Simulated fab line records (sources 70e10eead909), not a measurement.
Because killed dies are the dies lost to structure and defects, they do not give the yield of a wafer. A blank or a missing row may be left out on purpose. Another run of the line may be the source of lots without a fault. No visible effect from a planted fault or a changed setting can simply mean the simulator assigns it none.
Which tool was responsible?	flow nandHarc	14 lots with 42 wafers sampled at 6 steps, on a route of 1159 steps

WHAT THE GAUGES SHOWED, per wafer
NHARC_P_ZERO_WELL_CD_MEAS_11: the cd target is 500 nm. Usual: cdNm 500.6 nm, standard deviation 1.6.
lot	measured	on	cdNm (nm)	flag
L737	day 1 13:22	cdSem-03	499.6 499.8 497.9	
L738	day 1 19:21	cdSem-02	500.8 502.9 500.8	
L740	day 2 07:19	cdSem-01	502.0 500.0 498.5	
L744	day 3 07:14	cdSem-01	500.1 498.6 501.0	
L748	day 4 07:07	cdSem-01	502.1 501.9 500.1	
L749	day 4 13:07	cdSem-01	499.7 500.9 500.8	
L751	day 5 01:14	cdSem-01	500.4 501.3 500.1	
L752	day 5 07:14	cdSem-03	500.7 501.5 502.0	
L753	day 5 13:16	cdSem-03	501.0 499.2 500.9	
L754	day 5 19:29	cdSem-03	498.2 499.3 499.9	
L755	day 6 01:11	cdSem-03	500.3 502.5 500.0	
L757	day 6 13:18	cdSem-02	502.4 501.9 500.9	
L759	day 7 01:09	cdSem-02	502.0 501.8 500.7	
L760	day 7 07:20	cdSem-03	499.6 498.6 503.6	

NHARC_P_ZERO_WELL_INSPECT_43. Usual: rawDefectCount 13, standard deviation 5.7.
lot	measured	on	rawDefectCount	flag
L737	day 1 19:46	defectInspect-02	15 17 17	
L738	day 2 01:34	defectInspect-01	11 13 7	
L740	day 2 13:43	defectInspect-01	15 12 17	
L744	day 3 13:33	defectInspect-01	19 15 10	
L748	day 4 13:13	defectInspect-01	58 3 54	OFF
L749	day 4 19:21	defectInspect-02	9 53 46	OFF
L751	day 5 07:35	defectInspect-02	12 17 23	
L752	day 5 13:37	defectInspect-02	13 8 10	
L753	day 5 19:37	defectInspect-02	13 11 12	
L754	day 6 01:49	defectInspect-01	15 13 10	
L755	day 6 07:46	defectInspect-01	7 13 7	
L757	day 6 19:40	defectInspect-02	7 7 4	
L759	day 7 07:32	defectInspect-01	16 10 8	
L760	day 7 13:37	defectInspect-02	16 22 21	

NHARC_P_STI_INSPECT_11. Usual: rawDefectCount 5.7, standard deviation 2.9.
lot	measured	on	rawDefectCount	flag
L737	day 2 15:04	defectInspect-01	16 10 6	
L738	day 2 17:40	defectInspect-01	3 6 5	
L740	day 3 05:52	defectInspect-02	8 7 6	
L744	day 4 04:11	defectInspect-02	11 4 2	
L748	day 5 07:53	defectInspect-02	55 6 42	OFF
L749	day 5 07:55	defectInspect-02	7 45 44	OFF
L751	day 5 22:52	defectInspect-01	4 2 4	
L752	day 6 06:09	defectInspect-02	5 8 6	
L753	day 6 11:00	defectInspect-02	3 4 8	
L754	day 6 17:17	defectInspect-02	6 3 4	
L755	day 7 01:29	defectInspect-01	4 1 4	
L757	day 7 12:22	defectInspect-01	1 6 6	
L759	day 8 00:59	defectInspect-02	7 3 3	
L760	day 8 08:07	defectInspect-01	8 4 5	

NHARC_P_STI_CD_MEAS_16. Usual: cdNm 200.3 nm, standard deviation 2.6.
lot	measured	on	cdNm (nm)	flag
L737	day 2 15:38	cdSem-01	200.5 198.0 200.2	
L738	day 2 18:16	cdSem-02	199.1 201.9 206.0	
L740	day 3 06:26	cdSem-03	200.3 200.3 202.4	
L744	day 4 04:45	cdSem-02	201.5 198.4 201.5	
L748	day 5 08:27	cdSem-02	198.3 199.9 195.4	
L749	day 5 08:31	cdSem-02	202.4 197.4 199.8	
L751	day 5 23:26	cdSem-01	203.0 199.2 198.1	
L752	day 6 06:44	cdSem-03	196.2 197.9 193.8	
L753	day 6 11:35	cdSem-01	200.8 198.1 202.6	
L754	day 6 17:52	cdSem-03	198.9 203.9 199.6	
L755	day 7 02:04	cdSem-01	202.9 208.4 207.7	
L757	day 7 12:59	cdSem-02	199.3 199.9 200.5	
L759	day 8 01:34	cdSem-01	202.3 202.6 202.7	
L760	day 8 08:42	cdSem-02	200.7 201.9 199.7	

NHARC_END_SORT_01. Usual: killedAtArray 26, standard deviation 10; killedAtOther 0.8, standard deviation 1.1; killedAtPeriphery 3.3, standard deviation 2.6; killedDies 30, standard deviation 11; killedOpen 3.4, standard deviation 1.8; killedShort 2.0, standard deviation 1.3.
lot	measured	on	killedAtArray	killedAtOther	killedAtPeriphery	killedDies	killedOpen	killedShort	flag
L748	day 22 10:38	prober-01	30 47 31	1 0 0	21 2 19	52 49 50	5 3 3	3 2 3	OFF
L749	day 21 18:59	prober-01	15 9 15	0 0 0	1 30 27	16 39 42	6 4 6	0 0 3	OFF

TOOL THAT RAN EACH LOT (tool first, then ch and the chambers of the sampled wafers, then the start)
lot	NHARC_P_ZERO_WELL_PECVD_02
L737	pecvd-03 ch 0,2, day 1 12:26
L738	pecvd-03 ch 0,2, day 1 18:30
L740	pecvd-02 ch 0,1, day 2 06:36
L744	pecvd-02 ch 0,1, day 3 06:27
L748	pecvd-03 ch 0,1, day 4 06:27
L749	pecvd-03 ch 0,2, day 4 12:26
L751	pecvd-02 ch 1,2, day 5 00:29
L752	pecvd-02 ch 1,2, day 5 06:29
L753	pecvd-02 ch 0,1,2, day 5 12:30
L754	pecvd-02 ch 0,2, day 5 18:47
L755	pecvd-01 ch 0,2, day 6 00:33
L757	pecvd-01 ch 0,1,2, day 6 12:31
L759	pecvd-02 ch 0,1,2, day 7 00:27
L760	pecvd-02 ch 0,1, day 7 06:33
- NHARC_P_ZERO_WELL_PECVD_02: deposits SiO2, target thk 10 nm.

WHAT THE TOOLS THEMSELVES READ (means of the sampled wafers that have a number; where no wafer has one, the mark that the record gives instead)
The record holds no such reading with a usual standard deviation.

THE ANSWER, worked out from the rows above alone
Rule: a lot is off if the mean of its wafers that have a number lies more than 3 standard deviations from the usual mean. Also off: a lot with no number at a reading for which 4 or more lots have one. Any other lot the step has rows for is counted as sound. Order of review: gauges by route order, followed by the tools' own readings, for which a lot's mean as printed above is used. At the first step where some lot is off, the reading lying furthest off is the one used; lots without a number count as furthest.
Off: L748, L749, at NHARC_P_ZERO_WELL_INSPECT_43 (rawDefectCount).
A tool fits if, at a process step before that reading, it ran every lot that is off, and no sound lot after the first of them. Not tried: the gauges at NHARC_P_ZERO_WELL_INSPECT_43; whatever is off there is also off at NHARC_END_SORT_01, on other tools, and gauge error can't account for it. One fits: pecvd-03 at NHARC_P_ZERO_WELL_PECVD_02. Its last sound lot is L738 (day 1 18:30), its first lot that is off L748 (day 4 06:27): a fault that began between those two fits.

WHAT HAD BEEN PUT IN BY THE SIMULATOR
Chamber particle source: pecvd-03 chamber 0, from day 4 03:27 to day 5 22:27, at NHARC_P_ZERO_WELL_PECVD_02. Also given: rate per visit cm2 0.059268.
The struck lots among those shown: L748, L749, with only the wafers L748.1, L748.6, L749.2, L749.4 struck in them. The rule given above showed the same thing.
